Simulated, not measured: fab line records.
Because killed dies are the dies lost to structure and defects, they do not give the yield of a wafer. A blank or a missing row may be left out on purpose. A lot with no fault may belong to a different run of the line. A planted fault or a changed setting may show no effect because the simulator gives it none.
fab line records -- flow n5_finfet
record: lots: 6, wafers: 18, last_day: 18
route steps=1938 shown DUMMY_GATE@250 SPACER0@258 SD_EPI_N@262 BEOL_M4@1111
lots with no fault: from the same line, run without faults
start_h: hours from the record's opening day to when the first of the lot's shown wafers began -- wait_h: hours elapsed since this lot's preceding step -- " repeats the value in the row above -- L1.1+2: several wafers, shown together as one row -- - value missing, or start not given -- * or withheld: withheld -- < > ~ a bound
route shown NAME@n: names a module that has steps shown in the file, with the first one's number in the route -- usual: mean/standard deviation taken from wafers without a fault -- same: alike in all rows -- chamber/n: place in a boat -- sites: per-site readings -- _std_site: how widely they spread, as a standard deviation -- _edge_site: inner sites' mean taken away from outer sites' mean -- radius_mm: how far each site lies from the wafer's centre -- mask NAME#n: copy n -- behind: tool/chamber where the wafer was last shaped -- hold: why the lot went on hold/how many hours it stayed there/how the hold came to an end -- device: names the non-switching transistor (n, p or np) -- end of line: tests run on the same wafers once the route is complete -- a step without rows: its recipe alone -- killed: dies lost to structure and defects at the first sort, not the wafer's yield -- map: the dies of a wafer, with x for killed, . for not killed, _ for no die there
set.NAME: the setting that was run; set.NAME@STEP: the one run at that earlier step -- model.NAME: the simulator's own value behind a step, which no gauge read
lots seen at some steps along the route; tables by step, rows by wafer
services: the hour from which a tool's chamber was out of use, counted from the record's first day as start_h (under 0 if before that day), plus the number of hours and why
== steps ==
step: N5_DUMMY_GATE_ETCH_42
recipe: chemistry: CHF3/O2, target: SiO2, target_depth_a: 35, time_s: 31, ion_energy_ev: 30, bias_w: 12, pressure_mtorr: 30, source_w: 600, Ar_flow_sccm: 200, CHF3_flow_sccm: 50, O2_flow_sccm: 5
usual: CHF3_flow_sccm: 50.02/0.15, O2_flow_sccm: 5.000/0.014, drypump_motor_current_A: 5.9/0.41, oes_product_au: 0.75/0.059, rf_vpp_V: 42.5/1, showerhead_plenum_p_Torr: 2.45/0.064, throttle_valve_pct: 18.89/0.26
same: time_s: 31
lot.wafer,tool,chamber,start_h,wait_h,CHF3_flow_sccm,O2_flow_sccm,drypump_motor_current_A,oes_product_au,rf_hours_counter_h,rf_vpp_V,showerhead_plenum_p_Torr,throttle_valve_pct
L591.3,rie_diel-03,3,59.05,0.0,49.92,4.998,6.3,0.69,227,42.5,2.47,18.68
L591.4,rie_diel-03,1,59.05,0.0,50.05,5.008,5.7,0.72,156,41.5,2.50,18.84
L591.6,rie_diel-03,1,59.05,0.0,50.07,5.009,5.7,0.72,-,41.4,2.50,18.84
L592.3,rie_diel-06,1,66.04,0.1,49.91,5.005,5.3,0.77,108,41.2,2.45,18.87
L592.4,rie_diel-06,3,66.04,0.1,49.96,5.010,5.9,0.73,-,40.9,2.31,19.05
L592.6,rie_diel-06,0,66.04,0.1,50.34,4.966,5.4,0.74,-,44.2,2.41,19.20
L597.2,rie_diel-04,3,95.24,0.0,49.95,5.010,5.3,0.77,163,41.6,2.50,19.05
L597.3,rie_diel-04,1,95.24,0.0,50.05,5.017,6.3,0.76,118,42.8,2.54,18.83
L597.4,rie_diel-04,2,95.24,0.0,49.99,4.997,6.4,0.70,209,42.1,2.48,19.06
L598.2,rie_diel-03,1,103.93,0.0,49.91,4.998,5.8,0.71,169,42.5,2.50,18.86
L598.5,rie_diel-03,3,103.93,0.0,49.72,5.002,6.3,0.70,-,41.8,2.47,18.70
L598.6,rie_diel-03,2,103.93,0.0,50.02,4.996,5.7,0.84,-,43.3,2.37,18.67
L606.2,rie_diel-04,3,150.71,0.0,50.01,4.986,5.3,0.74,177,42.2,2.49,19.09
L606.3,rie_diel-04,1,150.71,0.0,49.90,4.978,6.3,0.76,134,43.1,2.54,18.85
L606.4,rie_diel-04,2,150.71,0.0,50.04,4.999,6.4,0.69,223,42.9,2.47,19.08
L610.2,rie_diel-06,1,172.37,0.2,50.19,4.989,5.3,0.75,137,40.5,2.44,18.90
L610.3,rie_diel-06,2,172.37,0.2,50.22,5.033,5.5,0.82,76,42.5,2.34,18.71
L610.6,rie_diel-06,0,172.37,0.2,50.01,5.001,5.4,0.71,-,44.6,2.40,19.27
step: N5_DUMMY_GATE_STRIP_48
recipe: chemistry: N2/H2, time_s: 20, power_w: 100, temp_c: 40, pressure_mtorr: 100, rf_frequency_hz: 6e+07, bias_power_w: 3, n2_flow_sccm: 300, h2_flow_sccm: 300
usual: drypump_motor_current_A: 5.9/0.41, oes_product_au: 0.75/0.059, rf_vpp_V: 45.3/0.81, showerhead_plenum_p_Torr: 3.44/0.09, throttle_valve_pct: 12.32/0.28
same: time_s: 20
lot.wafer,tool,chamber,start_h,wait_h,drypump_motor_current_A,oes_product_au,rf_hours_counter_h,rf_vpp_V,showerhead_plenum_p_Torr,throttle_valve_pct
L591.3,rie_diel-03,3,59.10,0.0,6.3,0.70,227,46.2,3.48,12.24
L591.4,rie_diel-03,1,59.10,0.0,5.8,0.72,156,45.9,3.52,12.35
L591.6,rie_diel-03,1,59.10,0.0,5.8,0.73,-,45.1,3.52,12.33
L592.3,rie_diel-06,1,66.08,0.0,5.3,0.78,108,44.3,3.40,12.22
L592.4,rie_diel-06,3,66.08,0.0,6.0,0.74,-,45.0,3.25,12.46
L592.6,rie_diel-06,0,66.08,0.0,5.3,0.73,-,45.7,3.36,12.52
L597.2,rie_diel-04,3,95.28,0.0,5.3,0.76,163,46.2,3.51,12.52
L597.3,rie_diel-04,1,95.28,0.0,6.4,0.77,118,44.9,3.52,12.04
L597.4,rie_diel-04,2,95.28,0.0,6.4,0.70,209,44.6,3.49,12.57
L598.2,rie_diel-03,1,103.98,0.0,5.8,0.72,169,45.8,3.52,12.38
L598.5,rie_diel-03,3,103.98,0.0,6.3,0.70,-,45.3,3.47,12.27
L598.6,rie_diel-03,2,103.98,0.0,5.7,0.83,-,44.2,3.28,11.89
L606.2,rie_diel-04,3,150.75,0.0,5.4,0.75,178,44.6,3.50,12.54
L606.3,rie_diel-04,1,150.75,0.0,6.3,0.76,134,47.2,3.51,12.10
L606.4,rie_diel-04,2,150.75,0.0,6.4,0.69,223,45.3,3.48,12.60
L610.2,rie_diel-06,1,172.41,0.0,5.3,0.76,137,45.7,3.39,12.28
L610.3,rie_diel-06,2,172.41,0.0,5.5,0.81,76,45.8,3.28,12.10
L610.6,rie_diel-06,0,172.41,0.0,5.4,0.70,-,44.2,3.34,12.58
step: N5_DUMMY_GATE_PRECLEAN_33
recipe: chemistry: dHF, time_s: 10, dilution: 750:1, temp_c: 25
step: N5_DUMMY_GATE_PRECLEAN_25
recipe: chemistry: O3/DIW, time_s: 45, temp_c: 22, o3_ppm: 10
step: N5_DUMMY_GATE_PRECLEAN_51
recipe: chemistry: SC2, time_s: 45, temp_c: 35, mix: 1:1:50
step: N5_DUMMY_GATE_SRD_26
recipe: dry: ipa_marangoni, time_s: 30, temp_c: 23, rinse_liquid: diw
step: N5_DUMMY_GATE_UV_OZONE_45
recipe: time_s: 120, pressure_torr: 760, temp_c: 25
step: N5_DUMMY_GATE_INSPECT_27
recipe: inspect_instrument: brightfield, mode: aei
usual: raw_defect_count: 262/63
lot.wafer,tool,chamber,start_h,wait_h,raw_defect_count
L591.3,defect_inspect-01,-,59.29,0.0,245
L591.4,defect_inspect-01,-,59.29,0.0,214
L591.6,defect_inspect-01,-,59.29,0.0,210
L592.3,defect_inspect-01,-,66.27,0.0,282
L592.4,defect_inspect-01,-,66.27,0.0,308
L592.6,defect_inspect-01,-,66.27,0.0,294
L597.2,defect_inspect-02,-,95.47,0.0,223
L597.3,defect_inspect-02,-,95.47,0.0,166
L597.4,defect_inspect-02,-,95.47,0.0,278
L598.2,defect_inspect-02,-,104.17,0.0,246
L598.5,defect_inspect-02,-,104.17,0.0,342
L598.6,defect_inspect-02,-,104.17,0.0,273
L606.2,defect_inspect-02,-,150.94,0.0,221
L606.3,defect_inspect-02,-,150.94,0.0,251
L606.4,defect_inspect-02,-,150.94,0.0,236
L610.2,defect_inspect-01,-,172.60,0.0,261
L610.3,defect_inspect-01,-,172.60,0.0,132
L610.6,defect_inspect-01,-,172.60,0.0,318
step: N5_SPACER0_ALD_07
recipe: material: SiNx, target_thk_a: 20, temp_c: 400, ald_precursor_family: SiH2I2, ald_co_reactant: N2/H2-plasma, pressure_torr: 2
usual: heater_power_outer_w: 539/56, heater_power_w: 870/75
lot.wafer,tool,chamber,start_h,wait_h,heater_power_outer_w,heater_power_w
L591.3,ald_sin-01,2,59.32,0.0,596,991
L591.4,ald_sin-01,1,59.32,0.0,490,789
L591.6,ald_sin-01,3,59.32,0.0,526,844
L592.3,ald_sin-01,1,66.31,0.0,481,789
L592.4,ald_sin-01,2,66.31,0.0,602,978
L592.6,ald_sin-01,3,66.31,0.0,548,824
L597.2,ald_sin-04,0,95.51,0.0,433,763
L597.3,ald_sin-04,3,95.51,0.0,639,992
L597.4,ald_sin-04,1,95.51,0.0,589,872
L598.2,ald_sin-03,1,104.68,0.5,547,951
L598.5,ald_sin-03,0,104.68,0.5,546,833
L598.6,ald_sin-03,1,104.68,0.5,554,903
L606.2,ald_sin-01,3,151.11,0.2,531,846
L606.3,ald_sin-01,0,151.11,0.2,520,854
L606.4,ald_sin-01,3,151.11,0.2,546,820
L610.2,ald_sin-01,2,172.64,0.0,603,993
L610.3,ald_sin-01,0,172.64,0.0,494,821
L610.6,ald_sin-01,0,172.64,0.0,503,844
step: N5_SPACER0_ALD_00
recipe: material: SiOCN, target_thk_a: 35, temp_c: 400, ald_precursor_family: alkyl-aminosilane, ald_co_reactant: O2/N2-plasma, pulse_time_s: 3, purge_time_s: 2, co_reactant_purge_time_s: 2, ald_cycles: 58, pressure_torr: 2
usual: heater_power_outer_w: 538/58, heater_power_w: 869/75, precursor_pulse_height_rel: 1.002/0.019
lot.wafer,tool,chamber,start_h,wait_h,heater_power_outer_w,heater_power_w,precursor_pulse_height_rel
L591.3,ald_sin-01,2,59.48,0.1,593,957,0.987
L591.4,ald_sin-01,1,59.48,0.1,483,794,1.037
L591.6,ald_sin-01,3,59.48,0.1,533,814,0.972
L592.3,ald_sin-01,1,66.46,0.1,474,787,0.996
L592.4,ald_sin-01,2,66.46,0.1,590,994,0.998
L592.6,ald_sin-01,3,66.46,0.1,535,825,1.027
L597.2,ald_sin-04,0,95.66,0.1,428,772,1.016
L597.3,ald_sin-04,3,95.66,0.1,662,1012,1.019
L597.4,ald_sin-04,1,95.66,0.1,589,906,1.002
L598.2,ald_sin-03,1,104.83,0.1,547,937,1.025
L598.5,ald_sin-03,0,104.83,0.1,544,848,0.973
L598.6,ald_sin-03,1,104.83,0.1,554,915,1.027
L606.2,ald_sin-01,3,151.26,0.1,539,808,0.946
L606.3,ald_sin-01,0,151.26,0.1,497,852,0.976
L606.4,ald_sin-01,3,151.26,0.1,546,828,1.019
L610.2,ald_sin-01,2,172.79,0.1,591,1011,0.993
L610.3,ald_sin-01,0,172.79,0.1,497,840,0.973
L610.6,ald_sin-01,0,172.79,0.1,496,830,1.017
step: N5_SPACER0_ALD_08
recipe: material: SiNx, target_thk_a: 20, temp_c: 400, ald_precursor_family: SiH2I2, ald_co_reactant: N2/H2-plasma, pressure_torr: 2
usual: heater_power_outer_w: 539/59, heater_power_w: 867/74
lot.wafer,tool,chamber,start_h,wait_h,heater_power_outer_w,heater_power_w
L591.3,ald_sin-01,2,59.73,0.1,587,962
L591.4,ald_sin-01,1,59.73,0.1,481,796
L591.6,ald_sin-01,3,59.73,0.1,533,833
L592.3,ald_sin-01,1,66.72,0.1,490,773
L592.4,ald_sin-01,2,66.72,0.1,599,986
L592.6,ald_sin-01,3,66.72,0.1,530,823
L597.2,ald_sin-04,0,95.92,0.1,427,780
L597.3,ald_sin-04,3,95.92,0.1,659,1020
L597.4,ald_sin-04,1,95.92,0.1,589,885
L598.2,ald_sin-03,1,105.09,0.1,541,899
L598.5,ald_sin-03,0,105.09,0.1,559,852
L598.6,ald_sin-03,1,105.09,0.1,537,903
L606.2,ald_sin-01,3,151.52,0.1,531,833
L606.3,ald_sin-01,0,151.52,0.1,506,835
L606.4,ald_sin-01,3,151.52,0.1,537,831
L610.2,ald_sin-01,2,173.05,0.1,593,969
L610.3,ald_sin-01,0,173.05,0.1,495,866
L610.6,ald_sin-01,0,173.05,0.1,514,834
step: N5_SPACER0_INSPECT_04
recipe: inspect_instrument: darkfield, mode: post_dep
usual: raw_defect_count: 119/31
lot.wafer,tool,chamber,start_h,wait_h,raw_defect_count
L591.3,defect_inspect-02,-,59.89,0.1,110
L591.4,defect_inspect-02,-,59.89,0.1,108
L591.6,defect_inspect-02,-,59.89,0.1,84
L592.3,defect_inspect-01,-,67.12,0.3,147
L592.4,defect_inspect-01,-,67.12,0.3,152
L592.6,defect_inspect-01,-,67.12,0.3,146
L597.2,defect_inspect-01,-,96.07,0.1,108
L597.3,defect_inspect-01,-,96.07,0.1,82
L597.4,defect_inspect-01,-,96.07,0.1,126
L598.2,defect_inspect-02,-,105.25,0.1,81
L598.5,defect_inspect-02,-,105.25,0.1,116
L598.6,defect_inspect-02,-,105.25,0.1,107
L606.2,defect_inspect-02,-,151.68,0.1,120
L606.3,defect_inspect-02,-,151.68,0.1,110
L606.4,defect_inspect-02,-,151.68,0.1,99
L610.2,defect_inspect-02,-,173.21,0.1,108
L610.3,defect_inspect-02,-,173.21,0.1,68
L610.6,defect_inspect-02,-,173.21,0.1,146
step: N5_SD_EPI_N_COAT_32
recipe: resist: SOC, temp_c: 250, time_s: 60, spin_rpm: 1500, resist_thk_nm: 350
usual: spin_speed_rpm: 1500.2/0.99
same: time_s: 60
lot.wafer,tool,chamber,start_h,wait_h,spin_speed_rpm,model.SOC_of_SD_EPI_N_COAT_32.thk_nm
L591.3,litho_track-03,0,59.92,0.0,1500.6,348.8
L591.4,litho_track-03,0,59.92,0.0,1499.2,349.4
L591.6,litho_track-03,0,59.92,0.0,1501.2,348.8
L592.3,litho_track-02,0,67.15,0.0,1500.8,351.6
L592.4,litho_track-02,0,67.15,0.0,1500.9,352.6
L592.6,litho_track-02,0,67.15,0.0,1499.8,351.4
L597.2,litho_track-02,0,96.11,0.0,1661.0,333
L597.3,litho_track-02,0,96.11,0.0,1661.5,333.2
L597.4,litho_track-02,0,96.11,0.0,1661.3,333.4
L598.2,litho_track-02,0,105.28,0.0,1661.1,333
L598.5,litho_track-02,0,105.28,0.0,1663.6,332.6
L598.6,litho_track-02,0,105.28,0.0,1662.8,333.2
L606.2,litho_track-03,0,151.71,0.0,1501.2,351.8
L606.3,litho_track-03,0,151.71,0.0,1501.5,352
L606.4,litho_track-03,0,151.71,0.0,1501.0,350.4
L610.2,litho_track-01,0,173.24,0.0,1499.0,352
L610.3,litho_track-01,0,173.24,0.0,1498.8,351.4
L610.6,litho_track-01,0,173.24,0.0,1500.5,352.4
step: N5_SD_EPI_N_COAT_33
recipe: resist: SiARC, temp_c: 220, time_s: 60, spin_rpm: 1500, resist_thk_nm: 35
step: N5_BEOL_M4_RC_MEAS_101
usual: DIBL_N: 36.3/1.8, DIBL_P: 36.5/2.1, IOFF_N: 0.16/0.031, IOFF_P: 0.22/0.038, ION_N: 677/12, ION_P: 466/7.8, SS_N: 71.5/0.61, SS_P: 73.2/0.7, VT_N: 249/3, VT_P: -248.9/3
lot.wafer,tool,chamber,start_h,wait_h,DIBL_N[mV/V],DIBL_P[mV/V],IOFF_N[nA/um],IOFF_P[nA/um],ION_N[uA/um],ION_P[uA/um],SS_N[mV/dec],SS_P[mV/dec],VT_N[mV],VT_P[mV]
L591.3,prober-02,0,200.55,0.3,36.8,36.6,0.17,0.21,687,467,72.1,72.2,249,-249.6
L591.4,prober-02,0,200.55,0.3,37.7,38.0,0.19,0.23,686,461,72.6,72.2,247,-247.9
L591.6,prober-02,0,200.55,0.3,35.1,34.8,0.15,0.18,679,466,71.0,72.4,248,-252.8
L592.3,prober-02,0,201.48,1.1,38.6,39.4,0.19,0.24,676,460,72.7,73.6,246,-248.4
L592.4,prober-02,0,201.48,1.1,34.9,34.6,0.12,0.17,667,461,72.1,72.9,255,-252.3
L592.6,prober-02,0,201.48,1.1,39.2,39.7,0.21,0.24,674,455,72.3,74.1,249,-247.5
L597.2,prober-02,0,226.26,0.2,36.9,37.8,0.15,0.19,671,463,71.3,73.4,252,-254.9
L597.3,prober-02,0,226.26,0.2,36.9,37.2,0.15,0.20,669,459,71.2,73.2,252,-253.2
L597.4,prober-02,0,226.26,0.2,36.4,36.7,0.15,0.18,677,463,70.9,73.2,249,-254.6
L598.2,prober-02,0,234.46,0.2,36.0,36.6,0.17,0.23,678,470,71.8,74.2,247,-246.4
L598.5,prober-02,0,234.46,0.2,33.5,33.9,0.13,0.19,668,464,71.0,73.2,252,-249.8
L598.6,prober-02,0,234.46,0.2,35.6,37.2,0.17,0.24,668,467,72.1,73.2,248,-243.2
L606.2,prober-01,0,281.80,0.2,37.6,36.4,0.19,0.24,674,467,70.9,73.4,247,-246.8
L606.3,prober-01,0,281.80,0.2,37.2,36.3,0.18,0.24,689,471,71.5,72.4,249,-247.9
L606.4,prober-01,0,281.80,0.2,36.9,36.1,0.17,0.25,687,482,71.7,72.9,247,-246.1
L610.2,prober-02,0,307.84,0.2,33.4,33.2,0.12,0.16,657,459,70.7,71.8,253,-252.4
L610.3,prober-02,0,307.84,0.2,34.7,35.0,0.13,0.19,671,462,71.4,72.5,254,-249.9
L610.6,prober-02,0,307.84,0.2,34.0,34.9,0.13,0.19,680,471,70.4,73.4,251,-250.9
== services ==
tool,chamber,start_h,hours,kind
ald_sin-01,2,47.66,1.4,repair
rie_diel-06,2,61.78,5.3,repair
ald_sin-01,1,62.26,4.0,repair
rie_diel-04,0,63.01,9.9,repair
rie_diel-04,1,73.95,1.3,repair
litho_track-03,-,84.01,-,consumable_replace:filter
rie_diel-03,2,91.92,5.7,repair
rie_diel-03,2,104.37,62.3,repair
rie_diel-04,-,122.71,2.8,pm
rie_diel-03,3,166.76,-,clean
rie_diel-03,3,166.76,-,consumable_replace:focus_ring
rie_diel-03,3,166.76,20.0,scheduled_down
rie_diel-03,3,166.76,20.0,vent_cycle
== key ==
first_sign: step: N5_SD_EPI_N_COAT_32, reading: spin_speed_rpm, direction: up, sigmas: 99+, usual: *, struck: *
effect none on later readings
model_effect: step: N5_SD_EPI_N_COAT_32, value: SOC_of_SD_EPI_N_COAT_32.thk_nm, without: 350.5, struck: 333.1
met_at N5_SD_EPI_N_COAT_32
struck_wafers L597.2,L597.3,L597.4,L598.2,L598.5,L598.6
onset_between 67.15 96.11
fault: kind: process_parameter_drift, tool: litho_track-02, chamber: -, onset_h: 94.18, steps: N5_SD_EPI_N_COAT_32, channel: spin_rpm, offset: *, shape: step, end_h: 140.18, acts_in: *, stated: *
